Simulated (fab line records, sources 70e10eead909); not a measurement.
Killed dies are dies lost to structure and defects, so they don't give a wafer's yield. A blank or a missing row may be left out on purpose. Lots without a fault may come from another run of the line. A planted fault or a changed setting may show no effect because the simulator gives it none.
Which tool did it? | flow nand_harc | 6 lots, 18 wafers sampled, at 2 steps of a route of 1159

WHAT THE GAUGES READ, wafer by wafer
NHARC_P_M1_CD_MEAS_09: target cd 130 nm.
lot  | measured     | on        | cd_nm (nm)
L162 | day 6 23:06  | cd_sem-03 | 129.5 129.4 130.3
L163 | day 7 09:32  | cd_sem-01 | 130.6 130.1 131.0
L167 | day 8 13:28  | cd_sem-03 | 150.6 150.3 151.7
L172 | day 9 12:46  | cd_sem-03 | 129.7 130.6 130.1
L176 | day 10 14:12 | cd_sem-01 | 129.3 129.8 130.6
L181 | day 11 14:53 | cd_sem-03 | 130.4 130.0 129.6

WHICH TOOL RAN EACH LOT (tool, then ch and the chambers of the sampled wafers, then the start)
lot  | NHARC_P_M1_PEB_07
L162 | litho_track-06 ch 0, day 6 23:01
L163 | litho_track-04 ch 0, day 7 09:27
L167 | litho_track-04 ch 0, day 8 13:23
L172 | litho_track-06 ch 0, day 9 12:41
L176 | litho_track-06 ch 0, day 10 14:07
L181 | litho_track-06 ch 0, day 11 14:49
- NHARC_P_M1_PEB_07: peb time 65 s.

THE ANSWER, worked out from the rows above alone
Rule: what is usual is taken from the lots themselves. Put in order of their means at a reading, lots are off if they are a third of the lots or fewer, leave a main group of 4 or more, and stand apart from it by a gap of 3 or more times the standard deviation of the main group's means; of several such gaps the widest counts. A main group whose means are all the same, to the digits that the tables above print for the reading, isn't used. A lot without any number at a reading at which 4 lots or more have one is off too. The other lots that the step has rows for count as sound.
Off: L167, at NHARC_P_M1_CD_MEAS_09 (cd_nm). The main group: mean 130.1 nm, standard deviation 0.28.
A tool fits if, at a process step before that reading, it ran every lot that is off, and no sound lot after the first of them. The gauges at NHARC_P_M1_CD_MEAS_09 are tried like those tools. One fits: litho_track-04 at NHARC_P_M1_PEB_07. Its last sound lot is L163 (day 7 09:27), its first lot that is off L167 (day 8 13:23): a fault that began between those two fits.

WHAT THE SIMULATOR HAD PUT IN
Process parameter drift: litho_track-04, from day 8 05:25 on, at NHARC_P_M1_PEB_07. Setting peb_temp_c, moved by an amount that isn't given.
Lots struck among those shown: L167. The rule above found the same.
